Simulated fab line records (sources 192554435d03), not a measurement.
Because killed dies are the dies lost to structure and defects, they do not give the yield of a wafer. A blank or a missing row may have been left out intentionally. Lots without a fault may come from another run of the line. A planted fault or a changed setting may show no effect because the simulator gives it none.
Matching of chambers || flow n5-finfet || pecvd-02 running N5_BEOL_M2_ILD_DEP_00: 3 sister chambers
The step deposits SiOC from DEMS/O2, target thk 79 nm, time 15.3 s. 24 wafers are shown with their chamber, then 12 later ones without.

## WAFERS WITH THEIR CHAMBER
{"wafer": "L077.1", "chamber": 0, "throttle-valve-pct (%)": 11.5, "heater-power-w (W)": 537, "showerhead-plenum-p-Torr (Torr)": 5.679}
{"wafer": "L077.2", "chamber": 1, "throttle-valve-pct (%)": 11.9, "heater-power-w (W)": 399, "showerhead-plenum-p-Torr (Torr)": 5.678}
{"wafer": "L077.4", "chamber": 0, "throttle-valve-pct (%)": 11.5, "heater-power-w (W)": 531, "showerhead-plenum-p-Torr (Torr)": 5.676}
{"wafer": "L078.1", "chamber": 2, "throttle-valve-pct (%)": 12.1, "heater-power-w (W)": 483, "showerhead-plenum-p-Torr (Torr)": 5.685}
{"wafer": "L078.4", "chamber": 0, "throttle-valve-pct (%)": 11.8, "heater-power-w (W)": 528, "showerhead-plenum-p-Torr (Torr)": 5.674}
{"wafer": "L078.6", "chamber": 2, "throttle-valve-pct (%)": 11.8, "heater-power-w (W)": 485, "showerhead-plenum-p-Torr (Torr)": 5.692}
{"wafer": "L079.1", "chamber": 2, "throttle-valve-pct (%)": 12.0, "heater-power-w (W)": 494, "showerhead-plenum-p-Torr (Torr)": 5.682}
{"wafer": "L079.3", "chamber": 1, "throttle-valve-pct (%)": 11.4, "heater-power-w (W)": 358, "showerhead-plenum-p-Torr (Torr)": 5.672}
{"wafer": "L079.6", "chamber": 1, "throttle-valve-pct (%)": 11.6, "heater-power-w (W)": 358, "showerhead-plenum-p-Torr (Torr)": 5.682}
{"wafer": "L080.3", "chamber": 2, "throttle-valve-pct (%)": 12.4, "heater-power-w (W)": 416, "showerhead-plenum-p-Torr (Torr)": 5.690}
{"wafer": "L080.4", "chamber": 1, "throttle-valve-pct (%)": 11.5, "heater-power-w (W)": 416, "showerhead-plenum-p-Torr (Torr)": 5.675}
{"wafer": "L080.5", "chamber": 2, "throttle-valve-pct (%)": 12.1, "heater-power-w (W)": 424, "showerhead-plenum-p-Torr (Torr)": 5.680}
{"wafer": "L081.2", "chamber": 0, "throttle-valve-pct (%)": 11.5, "heater-power-w (W)": 506, "showerhead-plenum-p-Torr (Torr)": 5.686}
{"wafer": "L081.3", "chamber": 1, "throttle-valve-pct (%)": 11.6, "heater-power-w (W)": 408, "showerhead-plenum-p-Torr (Torr)": 5.691}
{"wafer": "L081.5", "chamber": 2, "throttle-valve-pct (%)": 12.1, "heater-power-w (W)": 403, "showerhead-plenum-p-Torr (Torr)": 5.687}
{"wafer": "L088.1", "chamber": 0, "throttle-valve-pct (%)": 11.7, "heater-power-w (W)": 438, "showerhead-plenum-p-Torr (Torr)": 5.677}
{"wafer": "L088.3", "chamber": 0, "throttle-valve-pct (%)": 11.5, "heater-power-w (W)": 448, "showerhead-plenum-p-Torr (Torr)": 5.666}
{"wafer": "L088.4", "chamber": 2, "throttle-valve-pct (%)": 11.9, "heater-power-w (W)": 522, "showerhead-plenum-p-Torr (Torr)": 5.678}
{"wafer": "L091.1", "chamber": 1, "throttle-valve-pct (%)": 11.7, "heater-power-w (W)": 391, "showerhead-plenum-p-Torr (Torr)": 5.691}
{"wafer": "L091.2", "chamber": 2, "throttle-valve-pct (%)": 12.1, "heater-power-w (W)": 459, "showerhead-plenum-p-Torr (Torr)": 5.682}
{"wafer": "L091.3", "chamber": 0, "throttle-valve-pct (%)": 11.7, "heater-power-w (W)": 509, "showerhead-plenum-p-Torr (Torr)": 5.682}
{"wafer": "L091.4", "chamber": 0, "throttle-valve-pct (%)": 11.6, "heater-power-w (W)": 517, "showerhead-plenum-p-Torr (Torr)": 5.676}
{"wafer": "L091.5", "chamber": 2, "throttle-valve-pct (%)": 12.3, "heater-power-w (W)": 455, "showerhead-plenum-p-Torr (Torr)": 5.687}
{"wafer": "L091.6", "chamber": 1, "throttle-valve-pct (%)": 11.6, "heater-power-w (W)": 397, "showerhead-plenum-p-Torr (Torr)": 5.690}

SIGNATURES, as means of the wafers listed above
{"reading": "throttle-valve-pct", "chamber 0": 11.600, "chamber 1": 11.614, "chamber 2": 12.089, "scatter within a chamber": 0.157}
{"reading": "heater-power-w", "chamber 0": 501.75, "chamber 1": 389.57, "chamber 2": 460.11, "scatter within a chamber": 35.1}
{"reading": "showerhead-plenum-p-Torr", "chamber 0": 5.67700, "chamber 1": 5.68271, "chamber 2": 5.68478, "scatter within a chamber": 0.00618}
Rule: for a wafer and a chamber, the distance is found by dividing, reading by reading, the gap between the wafer's reading and the chamber's mean by the reading's scatter, squaring, summing and taking the root. If the next closest chamber is less than 2 further off than the closest, the wafer can't be placed; otherwise it belongs to the closest. How the scatter is found: for the shown wafers, subtract from each reading the mean of its chamber, square and add these, divide the total by (wafers less chambers), then take the root.

## WAFERS WITH NO CHAMBER GIVEN
{"wafer": "L095.2", "throttle-valve-pct (%)": 11.7, "heater-power-w (W)": 405, "showerhead-plenum-p-Torr (Torr)": 5.699}
{"wafer": "L095.3", "throttle-valve-pct (%)": 12.0, "heater-power-w (W)": 483, "showerhead-plenum-p-Torr (Torr)": 5.681}
{"wafer": "L095.4", "throttle-valve-pct (%)": 11.4, "heater-power-w (W)": 404, "showerhead-plenum-p-Torr (Torr)": 5.666}
{"wafer": "L096.1", "throttle-valve-pct (%)": 11.6, "heater-power-w (W)": 398, "showerhead-plenum-p-Torr (Torr)": 5.679}
{"wafer": "L096.2", "throttle-valve-pct (%)": 11.6, "heater-power-w (W)": 461, "showerhead-plenum-p-Torr (Torr)": 5.679}
{"wafer": "L096.3", "throttle-valve-pct (%)": 11.9, "heater-power-w (W)": 399, "showerhead-plenum-p-Torr (Torr)": 5.699}
{"wafer": "L096.4", "throttle-valve-pct (%)": 11.5, "heater-power-w (W)": 471, "showerhead-plenum-p-Torr (Torr)": 5.689}
{"wafer": "L096.5", "throttle-valve-pct (%)": 11.7, "heater-power-w (W)": 484, "showerhead-plenum-p-Torr (Torr)": 5.680}
{"wafer": "L096.6", "throttle-valve-pct (%)": 11.7, "heater-power-w (W)": 396, "showerhead-plenum-p-Torr (Torr)": 5.667}
{"wafer": "L097.3", "throttle-valve-pct (%)": 11.8, "heater-power-w (W)": 369, "showerhead-plenum-p-Torr (Torr)": 5.685}
{"wafer": "L097.5", "throttle-valve-pct (%)": 11.6, "heater-power-w (W)": 522, "showerhead-plenum-p-Torr (Torr)": 5.673}
{"wafer": "L097.6", "throttle-valve-pct (%)": 11.9, "heater-power-w (W)": 553, "showerhead-plenum-p-Torr (Torr)": 5.691}

## CHAMBER TAKEN BY EACH
{"wafer": "L095.2", "from the rows above": "can't be placed: 1 or 2 or 0", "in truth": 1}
{"wafer": "L095.3", "from the rows above": "can't be placed: 2 or 0", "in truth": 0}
{"wafer": "L095.4", "from the rows above": "can't be placed: 1 or 0", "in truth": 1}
{"wafer": "L096.1", "from the rows above": 1, "in truth": 1}
{"wafer": "L096.2", "from the rows above": "can't be placed: 0 or 1", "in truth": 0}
{"wafer": "L096.3", "from the rows above": "can't be placed: 2 or 1 or 0", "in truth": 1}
{"wafer": "L096.4", "from the rows above": "can't be placed: 0 or 1 or 2", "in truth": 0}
{"wafer": "L096.5", "from the rows above": "can't be placed: 0 or 2 or 1", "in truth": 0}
{"wafer": "L096.6", "from the rows above": "can't be placed: 1 or 0 or 2", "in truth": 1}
{"wafer": "L097.3", "from the rows above": "can't be placed: 1 or 2", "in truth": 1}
{"wafer": "L097.5", "from the rows above": 0, "in truth": 0}
{"wafer": "L097.6", "from the rows above": "can't be placed: 2 or 0", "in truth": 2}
Placed correctly: 2 of 12. Can't be placed from these rows: 10 (the true chamber is among the candidates in 10). 0 placed wrongly.
